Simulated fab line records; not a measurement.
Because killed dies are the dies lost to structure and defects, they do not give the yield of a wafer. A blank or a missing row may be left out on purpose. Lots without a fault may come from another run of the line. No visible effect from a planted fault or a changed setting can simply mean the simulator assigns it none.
fab line records	flow n5-finfet	part 1 of 2: steps 1 to 4 of 6
record lots=24	wafers=72	last-day=17
route steps=1938 shown FIN_SAQP@148 FIN_CUT@168 STI_FIN_REVEAL@200 DUMMY_GATE@218
lots that met no fault: from a run of the same line without faults
start-h: hours from the record's first day to the start of the lot's first wafer shown	wait-h: hours since the lot's step before	" repeats the value in the row above	L1.1+2: a single row standing in for several wafers	- value missing, or start not given	* or withheld: withheld	< > ~ a bound
route shown NAME@n: NAME is a module with steps in the file, n the number in the route of the first one	usual: mean and standard deviation over wafers with no fault	same: alike in all rows	chamber/n: place in a boat	sites: the reading at each site	_std_site: the values' standard deviation	_edge_site: outer sites' mean less inner sites'	radius-mm: for every site, how far away it sits from the centre of the wafer	mask NAME#n: copy n	behind: the tool/chamber that last shaped the wafer	hold: the reason the lot was held/the length of the hold in hours/how it ended	device: names the non-switching transistor (n, p or np)	end of line: the same wafers' tests at the end of the route	where a step has no rows: the recipe by itself	killed: at the first sort, the dies lost to defects and structure; wafer yield is something else	map: a wafer's dies, x killed, . not, _ none there
set.NAME: setting as actually run; set.NAME@STEP: the setting as run at that earlier step	model.NAME: the simulator's own value behind a step, which no gauge read
the route's steps for a sample of lots (tables are steps, rows are wafers)
services: a tool's chamber out of use, with start hour (start-h, from the record's first day; less than 0 if before it), hours out, and reason
## steps
# step N5_FIN_SAQP_CD_MEAS_37
# recipe target-cd-nm=8	polarity=line
# usual cd-nm=8.14/0.26
lot.wafer	tool	chamber	start-h	wait-h	cd-nm
L074.2	cd-sem-02	-	27.49	0.1	7.84
L074.4	"	-	"	"	7.96
L074.5	"	-	"	"	8.18
L075.1	cd-sem-01	-	33.49	0.1	8.07
L075.3	"	-	"	"	8.14
L075.6	"	-	"	"	7.88
L076.1	cd-sem-03	-	39.91	0.1	7.86
L076.2	"	-	"	"	8.21
L076.3	"	-	"	"	8.44
L077.2	cd-sem-01	-	43.84	0.1	8.32
L077.3	"	-	"	"	8.12
L077.6	"	-	"	"	8.07
L078.2	cd-sem-01	-	50.32	0.1	8.22
L078.3	"	-	"	"	8.34
L078.5	"	-	"	"	8.25
L079.1	cd-sem-02	-	56.16	0.1	8.60
L079.4	"	-	"	"	8.14
L079.6	"	-	"	"	8.18
L080.2	cd-sem-03	-	62.08	0.1	8.03
L080.3	"	-	"	"	8.03
L080.6	"	-	"	"	8.27
L081.2	cd-sem-03	-	68.27	0.1	7.88
L081.3	"	-	"	"	8.26
L081.4	"	-	"	"	8.27
L082.1	cd-sem-03	-	75.52	0.1	8.04
L082.2	"	-	"	"	8.13
L082.4	"	-	"	"	7.97
L083.1	cd-sem-01	-	82.59	0.1	7.96
L083.3	"	-	"	"	8.33
L083.6	"	-	"	"	8.26
L084.1	cd-sem-01	-	86.54	0.1	8.25
L084.5	"	-	"	"	7.81
L084.6	"	-	"	"	8.06
L085.4	cd-sem-03	-	93.30	0.1	8.27
L085.5	"	-	"	"	8.12
L085.6	"	-	"	"	7.83
L086.1	cd-sem-01	-	100.84	0.1	8.40
L086.3	"	-	"	"	8.11
L086.4	"	-	"	"	8.39
L087.2	cd-sem-03	-	105.60	0.1	8.09
L087.5	"	-	"	"	8.30
L087.6	"	-	"	"	7.80
L088.1	cd-sem-01	-	109.82	0.1	8.42
L088.2	"	-	"	"	8.12
L088.6	"	-	"	"	8.07
L089.1	cd-sem-01	-	116.44	0.1	7.67
L089.3	"	-	"	"	7.95
L089.5	"	-	"	"	8.28
L090.3	cd-sem-03	-	122.77	0.1	8.28
L090.4	"	-	"	"	8.34
L090.6	"	-	"	"	7.98
L091.1	cd-sem-02	-	129.12	0.1	7.64
L091.3	"	-	"	"	8.39
L091.5	"	-	"	"	7.76
L092.1	cd-sem-01	-	135.67	0.1	8.49
L092.2	"	-	"	"	8.52
L092.6	"	-	"	"	8.25
L093.1	cd-sem-03	-	141.92	0.1	8.01
L093.3	"	-	"	"	8.17
L093.4	"	-	"	"	8.33
L094.1	cd-sem-03	-	149.07	0.1	8.39
L094.5	"	-	"	"	8.16
L094.6	"	-	"	"	8.95
L095.2	cd-sem-01	-	153.18	0.1	7.83
L095.3	"	-	"	"	8.41
L095.5	"	-	"	"	8.06
L096.1	cd-sem-03	-	158.02	0.1	8.43
L096.2	"	-	"	"	7.89
L096.5	"	-	"	"	7.97
L097.2	cd-sem-02	-	164.18	0.1	8.00
L097.3	"	-	"	"	8.40
L097.6	"	-	"	"	8.13
# step N5_FIN_CUT_ETCH_20
# recipe chemistry=CF4	target=SiARC	target-depth-a=260	mask-material=CAR-EUV	time-s=43.3	ion-energy-ev=80	pressure-mtorr=40	source-w=545	bias-w=36	Ar_flow_sccm=100	cf4-flow-sccm=100	ends=cleared
# usual drypump-motor-current-A=5.7/0.38	etch-rf-on-time-s=43.4/1.1	oes-product-au=0.70/0.076	rf-vpp-V=184.4/1.2	showerhead-plenum-p-Torr=2.17/0.086	throttle-valve-pct=15.52/0.24
lot.wafer	tool	chamber	start-h	wait-h	drypump-motor-current-A	etch-rf-on-time-s	oes-product-au	rf-hours-counter-h	rf-vpp-V	showerhead-plenum-p-Torr	throttle-valve-pct
L074.2	rie-diel-02	3	28.10	0.0	5.9	41.8	0.79	24	185.3	2.29	15.13
L074.4	"	0	"	"	5.1	42.6	0.68	115	185.6	2.26	15.78
L074.5	"	2	"	"	6.5	43.7	0.74	-	183.5	2.08	15.75
L075.1	rie-diel-02	1	34.22	0.0	5.6	42.9	0.86	2	185.9	2.28	15.19
L075.3	"	3	"	"	5.9	42.1	0.78	25	185.6	2.29	15.12
L075.6	"	0	"	"	5.1	42.6	0.68	-	184.8	2.26	15.80
L076.1	rie-diel-04	0	40.52	0.0	5.7	45.1	0.59	222	184.5	2.10	15.60
L076.2	"	1	"	"	5.5	44.3	0.63	165	184.4	2.15	15.67
L076.3	"	3	"	"	6.0	41.8	0.61	243	185.9	2.19	16.06
L077.2	rie-diel-02	2	44.49	0.0	6.5	43.6	0.74	37	182.8	2.08	15.74
L077.3	"	1	"	"	5.6	43.0	0.84	5	185.5	2.28	15.19
L077.6	"	0	"	"	5.1	42.2	0.68	-	186.2	2.25	15.80
L078.2	rie-diel-06	2	50.93	0.0	6.0	43.8	0.75	44	186.1	2.26	15.30
L078.3	"	0	"	"	5.6	44.7	0.64	159	183.0	2.05	15.63
L078.5	"	1	"	"	6.2	43.1	0.81	-	183.1	2.10	15.21
L079.1	rie-diel-02	1	56.77	0.0	5.6	42.9	0.83	8	185.0	2.28	15.19
L079.4	"	0	"	"	5.1	42.4	0.67	122	185.6	2.25	15.81
L079.6	"	3	"	"	5.9	42.4	0.77	-	186.2	2.29	15.15
L080.2	rie-diel-06	1	62.69	0.0	6.2	42.9	0.79	15	185.8	2.10	15.18
L080.3	"	3	"	"	5.6	43.6	0.67	128	186.9	2.22	15.44
L080.6	"	3	"	"	5.5	43.4	0.67	-	184.6	2.22	15.44
L081.2	rie-diel-04	0	68.87	0.0	5.6	45.4	0.58	234	185.6	2.10	15.62
L081.3	"	2	"	"	5.3	42.4	0.74	57	184.7	2.08	15.60
L081.4	"	2	"	"	5.4	42.3	0.74	-	182.5	2.08	15.60
L082.1	rie-diel-02	2	76.26	0.0	6.5	43.5	0.71	46	183.2	2.08	15.77
L082.2	"	0	"	"	5.1	42.1	0.67	128	186.0	2.25	15.82
L082.4	"	3	"	"	5.9	42.0	0.76	38	185.5	2.29	15.16
L083.1	rie-diel-04	2	83.49	0.0	5.3	42.3	0.74	63	184.2	2.08	15.60
L083.3	"	1	"	"	5.5	44.3	0.61	176	183.9	2.14	15.68
L083.6	"	2	"	"	5.4	42.1	0.73	-	184.1	2.08	15.60
L084.1	rie-diel-02	2	87.20	0.0	6.5	44.3	0.71	50	183.6	2.08	15.79
L084.5	"	2	"	"	6.5	44.0	0.71	-	183.0	2.08	15.79
L084.6	"	3	"	"	5.8	42.4	0.75	-	185.5	2.29	15.14
L085.4	rie-diel-04	2	93.93	0.0	5.4	42.4	0.73	-	183.7	2.08	15.60
L085.5	"	0	"	"	5.6	45.5	0.58	-	184.1	2.10	15.64
L085.6	"	1	"	"	5.5	44.2	0.61	-	185.2	2.14	15.70
L086.1	rie-diel-06	1	101.57	0.0	6.2	42.8	0.77	26	184.8	2.10	15.22
L086.3	"	3	"	"	5.6	43.8	0.66	138	183.1	2.21	15.45
L086.4	"	0	"	"	5.6	44.7	0.63	174	184.0	2.05	15.66
L087.2	rie-diel-04	3	106.38	0.0	6.0	41.7	0.84	2	184.2	2.19	15.56
L087.5	"	3	"	"	6.0	41.9	0.85	-	183.5	2.19	15.54
L087.6	"	0	"	"	5.6	45.8	0.57	-	182.8	2.09	15.66
L088.1	rie-diel-06	1	110.58	0.0	6.2	42.1	0.78	28	182.3	2.10	15.23
L088.2	"	0	"	"	5.6	44.2	0.63	177	182.6	2.04	15.68
L088.6	"	0	"	"	5.6	43.9	0.62	-	182.9	2.04	15.66
L089.1	rie-diel-04	3	117.25	0.0	6.0	41.6	0.83	7	186.0	2.19	15.56
L089.3	"	2	"	"	5.4	42.0	0.73	72	182.5	2.08	15.62
L089.5	"	3	"	"	6.0	41.6	0.82	-	184.2	2.19	15.55
L090.3	rie-diel-04	2	123.51	0.0	5.3	41.9	0.73	74	182.1	2.08	15.64
L090.4	"	2	"	"	5.3	41.9	0.74	-	182.4	2.08	15.62
L090.6	"	3	"	"	6.0	41.6	0.82	-	185.9	2.19	15.56
L091.1	rie-diel-02	0	130.00	0.0	5.1	42.3	0.65	141	183.6	2.25	15.83
L091.3	"	3	"	"	5.9	42.1	0.73	57	185.1	2.28	15.18
L091.5	"	3	"	"	5.9	42.2	0.73	-	185.5	2.28	15.19
L092.1	rie-diel-02	3	136.41	0.0	5.8	42.6	0.73	60	186.6	2.28	15.20
L092.2	"	2	"	"	6.5	44.3	0.70	66	182.7	2.07	15.80
L092.6	"	1	"	"	5.7	44.1	0.77	-	185.2	2.27	15.24
L093.1	rie-diel-02	3	142.65	0.0	5.9	42.4	0.72	61	186.3	2.28	15.21
L093.3	"	2	"	"	6.5	43.7	0.69	68	184.8	2.07	15.82
L093.4	"	1	"	"	5.6	43.2	0.76	33	184.7	2.27	15.24
L094.1	rie-diel-04	0	149.80	0.0	5.6	44.6	0.81	4	182.6	2.09	15.19
L094.5	"	2	"	"	5.3	42.8	0.72	-	183.4	2.07	15.64
L094.6	"	1	"	"	5.5	44.6	0.60	-	184.2	2.14	15.75
L095.2	rie-diel-06	3	153.92	0.0	5.5	44.6	0.64	152	186.6	2.21	15.47
L095.3	"	0	"	"	5.6	45.4	0.61	190	182.9	2.04	15.70
L095.5	"	1	"	"	6.2	43.2	0.74	-	184.0	2.09	15.25
L096.1	rie-diel-06	3	158.75	0.0	5.6	43.9	0.65	154	184.4	2.21	15.49
L096.2	"	2	"	"	6.0	44.0	0.71	74	185.1	2.25	15.37
L096.5	"	1	"	"	6.2	42.7	0.75	-	185.2	2.09	15.25
L097.2	rie-diel-06	0	164.79	0.0	5.6	44.4	0.62	193	182.8	2.04	15.69
L097.3	"	3	"	"	5.6	43.5	0.65	156	185.7	2.21	15.48
L097.6	"	0	"	"	5.6	44.3	0.62	-	183.2	2.04	15.71
# step N5_FIN_CUT_CUT_ETCH_28
# recipe chemistry=HBr/Cl2/O2	target=Si	target-depth-a=60	mask-material=SOC	time-s=2.4	ion-energy-ev=*	bias-w=*	pressure-mtorr=10	icp-w=800	HBr_flow_sccm=150	Cl2_flow_sccm=80	O2_flow_sccm=12
# usual drypump-motor-current-A=5.7/0.48	oes-product-au=1.007/0.018	throttle-valve-pct=37.20/0.27
lot.wafer	tool	chamber	start-h	wait-h	drypump-motor-current-A	oes-product-au	rf-hours-counter-h	throttle-valve-pct
L074.2	rie-si-05	1	28.73	0.0	6.4	1.005	2	37.25
L074.4	"	3	"	"	6.1	1.010	16	37.25
L074.5	"	3	"	"	6.1	1.012	-	37.24
L075.1	rie-si-05	2	34.86	0.0	4.9	1.034	141	37.03
L075.3	"	1	"	"	6.4	1.006	2	37.27
L075.6	"	1	"	"	6.4	1.004	-	37.26
L076.1	rie-si-01	2	41.15	0.0	5.7	1.009	161	37.83
L076.2	"	0	"	"	5.3	1.027	43	36.91
L076.3	"	1	"	"	5.1	0.985	181	36.94
L077.2	rie-si-05	3	45.12	0.0	6.1	1.012	16	37.25
L077.3	"	2	"	"	4.9	1.036	141	37.01
L077.6	"	2	"	"	4.9	1.029	-	37.00
L078.2	rie-si-05	2	51.56	0.0	5.0	1.033	141	37.02
L078.3	"	0	"	"	5.6	0.989	109	37.33
L078.5	"	0	"	"	5.6	1.003	-	37.33
L079.1	rie-si-05	0	57.41	0.0	5.6	1.001	109	37.33
L079.4	"	2	"	"	4.9	1.032	141	37.00
L079.6	"	0	"	"	5.6	0.993	-	37.34
L080.2	rie-si-03	1	63.33	0.0	5.4	0.969	0	36.59
L080.3	"	2	"	"	6.2	0.993	166	37.61
L080.6	"	2	"	"	6.2	0.988	-	37.60
L081.2	rie-si-03	2	69.50	0.0	6.2	0.981	166	37.61
L081.3	"	1	"	"	5.4	0.974	0	36.59
L081.4	"	3	"	"	5.7	1.025	135	36.90
L082.1	rie-si-05	1	76.89	0.0	6.4	1.005	3	37.26
L082.2	"	2	"	"	5.0	1.032	141	36.99
L082.4	"	3	"	"	6.1	1.010	17	37.24
L083.1	rie-si-03	1	84.12	0.0	5.4	0.970	1	36.58
L083.3	"	2	"	"	6.2	0.990	166	37.61
L083.6	"	2	"	"	6.1	0.994	-	37.62
L084.1	rie-si-05	0	88.06	0.0	5.6	0.992	109	37.33
L084.5	"	3	"	"	6.1	1.016	-	37.24
L084.6	"	0	"	"	5.6	0.991	-	37.33
L085.4	rie-si-05	0	94.54	0.0	5.6	0.998	110	37.32
L085.5	"	1	"	"	6.4	1.006	-	37.24
L085.6	"	0	"	"	5.6	0.991	-	37.31
L086.1	rie-si-01	0	102.20	0.0	5.3	1.024	44	36.90
L086.3	"	3	"	"	5.8	0.991	182	37.77
L086.4	"	2	"	"	5.7	1.002	162	37.81
L087.2	rie-si-01	3	107.02	0.0	5.8	0.985	182	37.78
L087.5	"	0	"	"	5.3	1.022	-	36.89
L087.6	"	1	"	"	5.1	0.984	-	36.96
L088.1	rie-si-05	1	111.21	0.0	6.4	1.004	3	37.25
L088.2	"	2	"	"	5.0	1.025	142	37.01
L088.6	"	3	"	"	6.1	1.022	-	37.25
L089.1	rie-si-05	1	117.88	0.0	6.4	1.005	3	37.26
L089.3	"	2	"	"	4.9	1.027	142	37.01
L089.5	"	3	"	"	6.1	1.015	-	37.24
L090.3	rie-si-03	0	124.14	0.0	5.5	1.016	178	37.29
L090.4	"	3	"	"	5.6	1.025	136	36.91
L090.6	"	2	"	"	6.2	0.990	-	37.61
L091.1	rie-si-03	2	130.63	0.0	6.2	0.998	167	37.62
L091.3	"	1	"	"	5.4	0.966	2	36.60
L091.5	"	1	"	"	5.4	0.968	-	36.59
L092.1	rie-si-05	1	138.19	0.0	6.4	1.008	4	37.26
L092.2	"	2	"	"	4.9	1.034	143	36.99
L092.6	"	2	"	"	4.9	1.030	-	37.02
L093.1	rie-si-03	2	143.29	0.0	6.1	0.988	167	37.61
L093.3	"	3	"	"	5.6	1.026	136	36.91
L093.4	"	1	"	"	5.4	0.966	2	36.60
L094.1	rie-si-05	3	150.43	0.0	6.1	1.017	18	37.26
L094.5	"	0	"	"	5.6	0.989	-	37.33
L094.6	"	1	"	"	6.4	1.009	-	37.27
L095.2	rie-si-05	3	154.55	0.0	6.1	1.012	18	37.25
L095.3	"	0	"	"	5.6	1.000	111	37.33
L095.5	"	0	"	"	5.6	0.998	-	37.31
L096.1	rie-si-05	2	159.38	0.0	5.0	1.031	143	37.02
L096.2	"	1	"	"	6.4	1.000	4	37.27
L096.5	"	1	"	"	6.4	1.009	-	37.27
L097.2	rie-si-05	1	165.48	0.0	6.4	1.008	4	37.24
L097.3	"	3	"	"	6.1	1.025	18	37.24
L097.6	"	3	"	"	6.2	1.016	-	37.25
# step N5_STI_FIN_REVEAL_OXIDATION_31
# recipe chemistry=O2_PLASMA_REMOTE	temp-c=150	time-s=20	pressure-mtorr=1000	source-power-w=2000	o2-flow-sccm=3000
# usual drypump-motor-current-A=5.6/0.31	heater-power-w=162/9.6
lot.wafer	tool	chamber	start-h	wait-h	drypump-motor-current-A	heater-power-w	rf-hours-counter-h
L074.2	plasma-asher-02	0	37.73	0.0	5.9	168	84
L074.4	"	1	"	"	5.7	153	-
L074.5	"	0	"	"	5.9	164	-
L075.1	plasma-asher-01	0	43.15	0.0	5.7	156	31
L075.3	"	1	"	"	5.1	172	-
L075.6	"	0	"	"	5.7	158	-
L076.1	plasma-asher-02	1	49.44	0.0	5.7	150	86
L076.2	"	0	"	"	5.9	166	86
L076.3	"	0	"	"	5.9	164	-
L077.2	plasma-asher-02	0	54.94	0.0	5.9	166	87
L077.3	"	0	"	"	5.9	168	-
L077.6	"	1	"	"	5.7	149	-
L078.2	plasma-asher-01	0	60.13	0.0	5.7	155	35
L078.3	"	0	"	"	5.7	155	-
L078.5	"	0	"	"	5.7	157	-
L079.1	plasma-asher-02	1	65.83	0.0	5.7	148	90
L079.4	"	0	"	"	5.9	164	-
L079.6	"	1	"	"	5.7	150	-
L080.2	plasma-asher-02	1	71.97	0.0	5.7	151	91
L080.3	"	1	"	"	5.7	148	-
L080.6	"	0	"	"	5.8	163	-
L081.2	plasma-asher-02	1	78.40	0.0	5.7	149	92
L081.3	"	0	"	"	5.9	164	-
L081.4	"	1	"	"	5.7	149	-
L082.1	plasma-asher-01	1	86.36	0.0	5.1	175	39
L082.2	"	0	"	"	5.6	163	39
L082.4	"	1	"	"	5.1	176	-
L083.1	plasma-asher-02	0	92.65	0.0	5.9	164	95
L083.3	"	1	"	"	5.7	152	-
L083.6	"	1	"	"	5.7	153	-
L084.1	plasma-asher-01	1	97.99	0.0	5.1	176	41
L084.5	"	0	"	"	5.7	159	-
L084.6	"	1	"	"	5.1	175	-
L085.4	plasma-asher-02	1	104.54	0.1	5.7	148	-
L085.5	"	0	"	"	5.9	163	-
L085.6	"	1	"	"	5.7	147	-
L086.1	plasma-asher-01	1	111.01	0.0	5.1	179	44
L086.3	"	1	"	"	5.1	177	-
L086.4	"	0	"	"	5.7	158	-
L087.2	plasma-asher-01	0	116.24	0.0	5.7	156	45
L087.5	"	1	"	"	5.1	177	-
L087.6	"	0	"	"	5.7	156	-
L088.1	plasma-asher-01	0	119.90	0.0	5.7	156	46
L088.2	"	1	"	"	5.1	176	46
L088.6	"	0	"	"	5.7	158	-
L089.1	plasma-asher-02	0	126.30	0.0	5.9	164	102
L089.3	"	0	"	"	5.9	163	-
L089.5	"	0	"	"	5.9	165	-
L090.3	plasma-asher-02	1	132.81	0.1	5.7	154	-
L090.4	"	0	"	"	5.9	165	-
L090.6	"	1	"	"	5.7	153	-
L091.1	plasma-asher-01	0	139.82	0.0	5.6	159	50
L091.3	"	0	"	"	5.6	158	-
L091.5	"	1	"	"	5.1	172	-
L092.1	plasma-asher-01	0	146.58	0.0	5.7	160	51
L092.2	"	1	"	"	5.1	176	51
L092.6	"	0	"	"	5.7	156	-
L093.1	plasma-asher-02	0	151.70	0.0	5.9	168	106
L093.3	"	1	"	"	5.7	151	-
L093.4	"	0	"	"	5.9	166	-
L094.1	plasma-asher-01	1	159.12	0.0	5.1	174	54
L094.5	"	1	"	"	5.1	172	-
L094.6	"	0	"	"	5.7	162	-
L095.2	plasma-asher-01	1	163.17	0.0	5.1	178	54
L095.3	"	0	"	"	5.6	157	-
L095.5	"	1	"	"	5.1	172	-
L096.1	plasma-asher-01	0	167.71	0.0	5.7	158	55
L096.2	"	1	"	"	5.1	174	55
L096.5	"	0	"	"	5.7	163	-
L097.2	plasma-asher-01	0	175.62	0.0	5.7	157	57
L097.3	"	1	"	"	5.1	177	-
L097.6	"	1	"	"	5.1	177	-
